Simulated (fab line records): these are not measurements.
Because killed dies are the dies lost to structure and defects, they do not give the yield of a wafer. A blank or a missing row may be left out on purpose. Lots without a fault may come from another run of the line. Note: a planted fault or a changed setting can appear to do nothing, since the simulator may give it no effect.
What tool caused it? + flow nand harc + 24 lots, 72 wafers sampled, at 6 steps of a route of 1302

== WHAT THE GAUGES READ, wafer by wafer ==
NHARC_A_BLC_CD_MEAS_19. Usual: cd nm at 100.2 nm, with a standard deviation of 1.4.
| lot  | measured     | on        | cd nm (nm)        | flag |
|------|--------------|-----------|-------------------|------|
| L076 | day 22 12:53 | cd sem-01 | 100.0 100.2 100.3 |      |
| L075 | day 22 14:05 | cd sem-03 | 101.8 103.4 100.4 |      |
| L074 | day 23 02:14 | cd sem-01 | 100.2 101.8 102.5 |      |
| L077 | day 24 07:13 | cd sem-01 | 99.7 99.7 98.6    |      |
| L078 | day 24 08:33 | cd sem-02 | 101.1 100.5 101.5 |      |
| L080 | day 24 10:24 | cd sem-02 | 99.5 102.7 99.4   |      |
| L079 | day 25 02:07 | cd sem-03 | 100.2 98.6 98.5   |      |
| L081 | day 25 15:39 | cd sem-01 | 100.0 100.5 101.2 |      |
| L082 | day 26 10:40 | cd sem-01 | 102.1 100.3 102.4 |      |
| L083 | day 26 11:17 | cd sem-03 | 102.1 100.9 98.3  |      |
| L084 | day 26 13:52 | cd sem-01 | 99.4 99.7 101.3   |      |
| L085 | day 27 04:45 | cd sem-02 | 98.1 98.4 97.0    |      |
| L086 | day 28 00:48 | cd sem-02 | 100.8 102.3 99.7  |      |
| L088 | day 28 02:21 | cd sem-02 | 99.0 97.4 99.4    |      |
| L087 | day 28 02:55 | cd sem-01 | 99.9 102.7 100.8  |      |
| L089 | day 28 04:02 | cd sem-01 | 101.4 101.5 102.2 |      |
| L091 | day 28 17:37 | cd sem-03 | 100.7 98.8 99.0   |      |
| L090 | day 28 22:16 | cd sem-01 | 100.4 100.3 99.3  |      |
| L092 | day 30 00:28 | cd sem-03 | 98.9 99.3 101.1   |      |
| L093 | day 30 01:11 | cd sem-02 | 99.3 102.5 99.4   |      |
| L094 | day 31 01:41 | cd sem-02 | 101.0 102.9 99.9  |      |
| L095 | day 31 05:08 | cd sem-02 | 99.2 100.1 100.9  |      |
| L096 | day 31 06:05 | cd sem-03 | 99.5 103.3 98.7   |      |
| L097 | day 32 11:01 | cd sem-02 | 99.7 97.9 99.7    |      |

NHARC_A_M0_CD_MEAS_16. Usual: cd nm at 80.0 nm, with a standard deviation of 0.64.
| lot  | measured     | on        | cd nm (nm)     | flag |
|------|--------------|-----------|----------------|------|
| L076 | day 22 16:16 | cd sem-01 | 79.3 80.7 80.8 |      |
| L075 | day 22 17:28 | cd sem-02 | 81.0 80.2 80.0 |      |
| L074 | day 23 05:49 | cd sem-03 | 79.7 80.5 80.3 |      |
| L077 | day 24 10:26 | cd sem-01 | 80.2 80.7 80.5 |      |
| L078 | day 24 11:48 | cd sem-01 | 80.3 80.1 81.4 |      |
| L080 | day 24 13:46 | cd sem-03 | 80.9 80.4 80.4 |      |
| L079 | day 25 05:29 | cd sem-02 | 79.7 79.9 79.6 |      |
| L081 | day 25 19:01 | cd sem-02 | 79.7 80.1 80.2 |      |
| L082 | day 26 13:55 | cd sem-02 | 79.8 79.9 80.2 |      |
| L083 | day 26 14:33 | cd sem-03 | 80.3 80.4 79.6 |      |
| L084 | day 26 17:06 | cd sem-03 | 80.9 81.4 80.0 |      |
| L085 | day 27 08:03 | cd sem-01 | 79.6 79.2 78.7 |      |
| L086 | day 28 04:11 | cd sem-03 | 80.6 80.2 79.9 |      |
| L088 | day 28 05:46 | cd sem-02 | 79.4 79.5 79.5 |      |
| L087 | day 28 06:19 | cd sem-03 | 80.0 80.2 80.0 |      |
| L089 | day 28 07:25 | cd sem-01 | 79.1 79.7 79.6 |      |
| L091 | day 28 20:59 | cd sem-01 | 79.7 80.4 79.4 |      |
| L090 | day 29 01:37 | cd sem-01 | 80.3 79.4 79.8 |      |
| L092 | day 30 03:49 | cd sem-01 | 79.6 78.5 79.3 |      |
| L093 | day 30 04:25 | cd sem-01 | 79.2 80.2 79.0 |      |
| L094 | day 31 05:03 | cd sem-01 | 79.8 78.9 79.3 |      |
| L095 | day 31 08:23 | cd sem-03 | 80.4 80.2 79.8 |      |
| L096 | day 31 09:26 | cd sem-03 | 80.8 80.0 80.1 |      |
| L097 | day 32 14:23 | cd sem-01 | 79.6 79.5 80.2 |      |

== WHAT TOOL EACH LOT RAN ON (gives the tool, then ch and the chambers of the sampled wafers, and finally the start) ==
| lot  | NHARC_A_BLC_STRIP_29               | NHARC_A_BLC_DEGAS_30         | NHARC_A_BLC_CMP_25            | NHARC_A_M0_ETCH_34                 |
|------|------------------------------------|------------------------------|-------------------------------|------------------------------------|
| L076 | rie diel-03 ch 0,2,3, day 22 12:58 | pvd sputter-02, day 22 13:29 | cmp-03 ch 0,3, day 22 14:28   | rie diel-08 ch 0,2,3, day 22 16:03 |
| L075 | rie diel-03 ch 0,2,3, day 22 14:10 | pvd sputter-01, day 22 14:41 | cmp-03 ch 1,2,3, day 22 15:41 | rie diel-08 ch 0,2,3, day 22 17:14 |
| L074 | rie diel-01 ch 1,2, day 23 02:18   | pvd sputter-01, day 23 02:57 | cmp-03 ch 0,1,2, day 23 03:59 | rie diel-11 ch 1,2, day 23 05:35   |
| L077 | rie diel-03 ch 0,1,3, day 24 07:17 | pvd sputter-03, day 24 07:48 | cmp-01 ch 0,1, day 24 08:46   | rie diel-04 ch 1,3, day 24 10:13   |
| L078 | rie diel-03 ch 0,1,3, day 24 08:38 | pvd sputter-02, day 24 09:10 | cmp-02 ch 0,1,3, day 24 10:09 | rie diel-04 ch 0,1,3, day 24 11:36 |
| L080 | rie diel-03 ch 1,2, day 24 10:28   | pvd sputter-01, day 24 11:01 | cmp-03 ch 2,3, day 24 11:59   | rie diel-08 ch 0,2,3, day 24 13:33 |
| L079 | rie diel-01 ch 0,1,3, day 25 02:13 | pvd sputter-02, day 25 02:44 | cmp-03 ch 0,1,3, day 25 03:45 | rie diel-11 ch 1,2,3, day 25 05:17 |
| L081 | rie diel-01 ch 0,3, day 25 15:44   | pvd sputter-01, day 25 16:15 | cmp-02 ch 0,1,3, day 25 17:16 | rie diel-04 ch 0,2,3, day 25 18:49 |
| L082 | rie diel-01 ch 0,1,2, day 26 10:46 | pvd sputter-02, day 26 11:19 | cmp-03 ch 0,1, day 26 12:17   | rie diel-08 ch 0,1, day 26 13:43   |
| L083 | rie diel-01 ch 0,1,3, day 26 11:22 | pvd sputter-03, day 26 11:53 | cmp-01 ch 1,3, day 26 12:52   | rie diel-08 ch 0,1,2, day 26 14:20 |
| L084 | rie diel-05 ch 0,2,3, day 26 13:56 | pvd sputter-01, day 26 14:28 | cmp-01 ch 1,2, day 26 15:26   | rie diel-04 ch 2,3, day 26 16:53   |
| L085 | rie diel-01 ch 0,3, day 27 04:51   | pvd sputter-03, day 27 05:25 | cmp-03 ch 0,1,2, day 27 06:27 | rie diel-11 ch 0,3, day 27 07:50   |
| L086 | rie diel-01 ch 2,3, day 28 00:52   | pvd sputter-02, day 28 01:25 | cmp-01 ch 1,2,3, day 28 02:23 | rie diel-11 ch 2,3, day 28 03:58   |
| L088 | rie diel-01 ch 0,1,3, day 28 02:26 | pvd sputter-03, day 28 02:57 | cmp-03 ch 0,1, day 28 03:58   | rie diel-08 ch 0,3, day 28 05:32   |
| L087 | rie diel-01 ch 1,2,3, day 28 03:01 | pvd sputter-01, day 28 03:34 | cmp-02 ch 0,1,3, day 28 04:36 | rie diel-04 ch 2,3, day 28 06:06   |
| L089 | rie diel-01 ch 0,1,2, day 28 04:07 | pvd sputter-03, day 28 04:38 | cmp-01 ch 0,1,3, day 28 05:36 | rie diel-08 ch 0,2,3, day 28 07:11 |
| L091 | rie diel-05 ch 0,2, day 28 17:41   | pvd sputter-01, day 28 18:13 | cmp-03 ch 0,1,3, day 28 19:13 | rie diel-11 ch 2,3, day 28 20:46   |
| L090 | rie diel-03 ch 0,1,2, day 28 22:20 | pvd sputter-01, day 28 22:52 | cmp-01 ch 0,1,3, day 28 23:50 | rie diel-11 ch 1,2,3, day 29 01:25 |
| L092 | rie diel-01 ch 2,3, day 30 00:32   | pvd sputter-02, day 30 01:04 | cmp-02 ch 1,2, day 30 02:02   | rie diel-04 ch 0,2, day 30 03:36   |
| L093 | rie diel-01 ch 0,1,2, day 30 01:16 | pvd sputter-02, day 30 01:47 | cmp-03 ch 1,2,3, day 30 02:45 | rie diel-08 ch 0,1,2, day 30 04:12 |
| L094 | rie diel-03 ch 0,2,3, day 31 01:46 | pvd sputter-02, day 31 02:18 | cmp-01 ch 0,1,2, day 31 03:16 | rie diel-04 ch 1,2,3, day 31 04:50 |
| L095 | rie diel-01 ch 0,1,3, day 31 05:13 | pvd sputter-01, day 31 05:46 | cmp-02 ch 1,2,3, day 31 06:46 | rie diel-11 ch 0,1,3, day 31 08:10 |
| L096 | rie diel-01 ch 1,2,3, day 31 06:11 | pvd sputter-02, day 31 06:41 | cmp-01 ch 0,1, day 31 07:40   | rie diel-11 ch 1,3, day 31 09:14   |
| L097 | rie diel-03 ch 0,1,3, day 32 11:06 | pvd sputter-02, day 32 11:37 | cmp-02 ch 0,2,3, day 32 12:38 | rie diel-08 ch 1,2,3, day 32 14:10 |
- NHARC_A_BLC_STRIP_29: strips in CF4.
- NHARC_A_BLC_DEGAS_30: time 60 s.
- NHARC_A_BLC_CMP_25: polishes, t overpolish 30 s, target thk 150 nm.
- NHARC_A_M0_ETCH_34: etches the open film in N2/H2, target depth 40 nm, overetch 12 nm, time 43.94 s.

== WHAT THE TOOLS THEMSELVES READ (means of the sampled wafers that have a number; where no wafer has one, the mark that the record gives instead) ==
NHARC_A_BLC_STRIP_29. Usual: drypump motor current A 5.6 A, standard deviation 0.35; oes product au 0.999 a.u., standard deviation 0.0079; rf vpp V 59.4 V, standard deviation 0.97; showerhead plenum p Torr 1.76 Torr, standard deviation 0.084; throttle valve pct 13.284 %, standard deviation 0.0091.
| lot  | tool        | drypump motor current A (A) | oes product au (a.u.) | rf vpp V (V) | showerhead plenum p Torr (Torr) | throttle valve pct (%) | flag |
|------|-------------|-----------------------------|-----------------------|--------------|---------------------------------|------------------------|------|
| L076 | rie diel-03 | 5.6                         | 0.995                 | 59.5         | 1.74                            | 13.284                 |      |
| L075 | rie diel-03 | 5.7                         | 0.997                 | 59.4         | 1.74                            | 13.283                 |      |
| L074 | rie diel-01 | 5.6                         | 0.996                 | 60.1         | 1.80                            | 13.278                 |      |
| L077 | rie diel-03 | 5.7                         | 0.997                 | 59.3         | 1.73                            | 13.287                 |      |
| L078 | rie diel-03 | 5.7                         | 0.993                 | 58.8         | 1.73                            | 13.278                 |      |
| L080 | rie diel-03 | 6.1                         | 0.992                 | 57.7         | 1.66                            | 13.285                 |      |
| L079 | rie diel-01 | 5.4                         | 0.991                 | 59.7         | 1.77                            | 13.289                 |      |
| L081 | rie diel-01 | 5.5                         | 0.999                 | 59.6         | 1.80                            | 13.284                 |      |
| L082 | rie diel-01 | 5.5                         | 1.004                 | 59.4         | 1.82                            | 13.285                 |      |
| L083 | rie diel-01 | 5.4                         | 1.001                 | 59.7         | 1.77                            | 13.284                 |      |
| L084 | rie diel-05 | 5.7                         | 1.003                 | 59.6         | 1.78                            | 13.292                 |      |
| L085 | rie diel-01 | 5.4                         | 1.001                 | 59.2         | 1.73                            | 13.278                 |      |
| L086 | rie diel-01 | 5.5                         | 0.999                 | 59.2         | 1.76                            | 13.288                 |      |
| L088 | rie diel-01 | 5.4                         | 1.004                 | 59.2         | 1.77                            | 13.284                 |      |
| L087 | rie diel-01 | 5.4                         | 1.005                 | 59.3         | 1.75                            | 13.278                 |      |
| L089 | rie diel-01 | 5.6                         | 1.003                 | 59.2         | 1.82                            | 13.285                 |      |
| L091 | rie diel-05 | 5.9                         | 1.005                 | 59.7         | 1.81                            | 13.277                 |      |
| L090 | rie diel-03 | 5.7                         | 0.995                 | 59.3         | 1.67                            | 13.283                 |      |
| L092 | rie diel-01 | 5.6                         | 0.997                 | 59.0         | 1.76                            | 13.292                 |      |
| L093 | rie diel-01 | 5.5                         | 1.012                 | 59.3         | 1.82                            | 13.286                 |      |
| L094 | rie diel-03 | 5.6                         | 0.996                 | 59.5         | 1.74                            | 13.285                 |      |
| L095 | rie diel-01 | 5.4                         | 1.001                 | 58.6         | 1.77                            | 13.291                 |      |
| L096 | rie diel-01 | 5.5                         | 1.007                 | 59.1         | 1.75                            | 13.281                 |      |
| L097 | rie diel-03 | 5.7                         | 0.993                 | 60.4         | 1.72                            | 13.280                 |      |

NHARC_A_BLC_DEGAS_30. Usual: heater power w at 456 W, with a standard deviation of 52.
| lot  | tool           | heater power w (W) | flag |
|------|----------------|--------------------|------|
| L076 | pvd sputter-02 | 420                |      |
| L075 | pvd sputter-01 | 469                |      |
| L074 | pvd sputter-01 | 491                |      |
| L077 | pvd sputter-03 | 444                |      |
| L078 | pvd sputter-02 | 461                |      |
| L080 | pvd sputter-01 | 469                |      |
| L079 | pvd sputter-02 | 471                |      |
| L081 | pvd sputter-01 | 445                |      |
| L082 | pvd sputter-02 | 415                |      |
| L083 | pvd sputter-03 | 449                |      |
| L084 | pvd sputter-01 | 456                |      |
| L085 | pvd sputter-03 | 451                |      |
| L086 | pvd sputter-02 | 434                |      |
| L088 | pvd sputter-03 | 457                |      |
| L087 | pvd sputter-01 | 460                |      |
| L089 | pvd sputter-03 | 439                |      |
| L091 | pvd sputter-01 | 425                |      |
| L090 | pvd sputter-01 | 489                |      |
| L092 | pvd sputter-02 | 470                |      |
| L093 | pvd sputter-02 | 422                |      |
| L094 | pvd sputter-02 | 419                |      |
| L095 | pvd sputter-01 | 497                |      |
| L096 | pvd sputter-02 | 484                |      |
| L097 | pvd sputter-02 | 469                |      |

NHARC_A_BLC_CMP_25. Usual: motor current A 11.0 A, standard deviation 1.2; overpolish run s 30.000 s, standard deviation 0.0095; time to endpoint s 29.2 s, standard deviation 2.1.
| lot  | tool   | motor current A (A) | overpolish run s (s) | time to endpoint s (s) | flag |
|------|--------|---------------------|----------------------|------------------------|------|
| L076 | cmp-03 | 10.7                | 29.993               | 27.7                   |      |
| L075 | cmp-03 | 10.9                | 30.011               | 28.8                   |      |
| L074 | cmp-03 | 11.5                | 30.000               | 28.9                   |      |
| L077 | cmp-01 | 10.6                | 29.999               | 28.7                   |      |
| L078 | cmp-02 | 11.5                | 29.995               | 32.7                   |      |
| L080 | cmp-03 | 9.8                 | 29.988               | 30.6                   |      |
| L079 | cmp-03 | 11.3                | 29.997               | 29.6                   |      |
| L081 | cmp-02 | 11.9                | 29.991               | 33.3                   |      |
| L082 | cmp-03 | 12.4                | 30.004               | 26.9                   |      |
| L083 | cmp-01 | 10.7                | 29.998               | 27.1                   |      |
| L084 | cmp-01 | 10.4                | 30.001               | 27.8                   |      |
| L085 | cmp-03 | 10.9                | 29.998               | 28.9                   |      |
| L086 | cmp-01 | 10.6                | 29.998               | 26.3                   |      |
| L088 | cmp-03 | 11.8                | 30.003               | 28.9                   |      |
| L087 | cmp-02 | 12.1                | 30.001               | 29.8                   |      |
| L089 | cmp-01 | 10.3                | 30.002               | 29.3                   |      |
| L091 | cmp-03 | 11.2                | 30.004               | 29.8                   |      |
| L090 | cmp-01 | 10.4                | 30.003               | 30.6                   |      |
| L092 | cmp-02 | 10.5                | 30.002               | 30.3                   |      |
| L093 | cmp-03 | 10.9                | 30.001               | 28.5                   |      |
| L094 | cmp-01 | 10.8                | 30.005               | 28.3                   |      |
| L095 | cmp-02 | 11.3                | 29.994               | 29.3                   |      |
| L096 | cmp-01 | 10.5                | 29.991               | 32.3                   |      |
| L097 | cmp-02 | 12.3                | 30.008               | 28.8                   |      |

NHARC_A_M0_ETCH_34. Usual: drypump motor current A 5.6 A, standard deviation 0.34; oes product au 1.002 a.u., standard deviation 0.008; rf fwd power W 395.7 W, standard deviation 1.6; rf vpp V 430.3 V, standard deviation 2.6; showerhead plenum p Torr 2.03 Torr, standard deviation 0.09; throttle valve pct 14.170 %, standard deviation 0.0099.
| lot  | tool        | drypump motor current A (A) | oes product au (a.u.) | rf fwd power W (W) | rf vpp V (V) | showerhead plenum p Torr (Torr) | throttle valve pct (%) | flag |
|------|-------------|-----------------------------|-----------------------|--------------------|--------------|---------------------------------|------------------------|------|
| L076 | rie diel-08 | 5.8                         | 1.003                 | 397.0              | 430.7        | 2.05                            | 14.175                 |      |
| L075 | rie diel-08 | 5.8                         | 1.001                 | 397.0              | 432.0        | 2.05                            | 14.166                 |      |
| L074 | rie diel-11 | 5.8                         | 1.000                 | 395.1              | 429.9        | 2.02                            | 14.178                 |      |
| L077 | rie diel-04 | 5.9                         | 0.996                 | 394.5              | 430.2        | 2.04                            | 14.164                 |      |
| L078 | rie diel-04 | 5.7                         | 0.994                 | 395.6              | 430.1        | 2.02                            | 14.168                 |      |
| L080 | rie diel-08 | 5.8                         | 0.999                 | 397.0              | 431.5        | 2.05                            | 14.180                 |      |
| L079 | rie diel-11 | 5.5                         | 1.000                 | 396.1              | 430.4        | 2.04                            | 14.170                 |      |
| L081 | rie diel-04 | 5.5                         | 1.002                 | 396.0              | 431.6        | 2.05                            | 14.172                 |      |
| L082 | rie diel-08 | 5.6                         | 1.005                 | 393.1              | 430.4        | 2.03                            | 14.167                 |      |
| L083 | rie diel-08 | 5.6                         | 1.005                 | 394.4              | 429.8        | 2.02                            | 14.169                 |      |
| L084 | rie diel-04 | 5.3                         | 0.994                 | 394.6              | 432.9        | 2.11                            | 14.176                 |      |
| L085 | rie diel-11 | 5.2                         | 1.003                 | 394.9              | 429.3        | 1.98                            | 14.172                 |      |
| L086 | rie diel-11 | 5.3                         | 1.005                 | 396.2              | 428.7        | 1.96                            | 14.168                 |      |
| L088 | rie diel-08 | 5.9                         | 1.008                 | 394.1              | 433.6        | 2.13                            | 14.184                 |      |
| L087 | rie diel-04 | 5.4                         | 0.993                 | 395.2              | 432.8        | 2.11                            | 14.170                 |      |
| L089 | rie diel-08 | 5.8                         | 0.997                 | 395.7              | 431.3        | 2.05                            | 14.175                 |      |
| L091 | rie diel-11 | 5.5                         | 1.005                 | 395.7              | 427.8        | 1.95                            | 14.161                 |      |
| L090 | rie diel-11 | 5.6                         | 1.009                 | 395.5              | 430.2        | 2.04                            | 14.165                 |      |
| L092 | rie diel-04 | 5.7                         | 0.992                 | 396.7              | 431.1        | 2.04                            | 14.169                 |      |
| L093 | rie diel-08 | 5.6                         | 1.009                 | 394.6              | 429.6        | 2.02                            | 14.176                 |      |
| L094 | rie diel-04 | 5.6                         | 0.992                 | 396.4              | 432.0        | 2.07                            | 14.166                 |      |
| L095 | rie diel-11 | 5.4                         | 1.000                 | 395.7              | 430.4        | 2.05                            | 14.164                 |      |
| L096 | rie diel-11 | 5.4                         | 1.014                 | 394.3              | 430.9        | 2.05                            | 14.174                 |      |
| L097 | rie diel-08 | 5.7                         | 1.000                 | 394.7              | 429.1        | 1.98                            | 14.165                 |      |

== THE ANSWER, worked out from the rows above alone ==
Rule: lot off if the mean of its wafers having a number is beyond 3 standard deviations from the usual mean. A lot without any number at a reading at which 4 lots or more have one is off too. Any other lot the step has rows for is counted as sound. After the gauges, taken in route order, come the tools' own readings; for these a lot's mean is taken, as printed above. At the first step where some lot is off, the reading lying furthest off is the one used; lots without a number count as furthest.
Across all readings shown, no lot is off: no conclusion can be drawn from this.

== WHAT THE SIMULATOR HAD INSERTED ==
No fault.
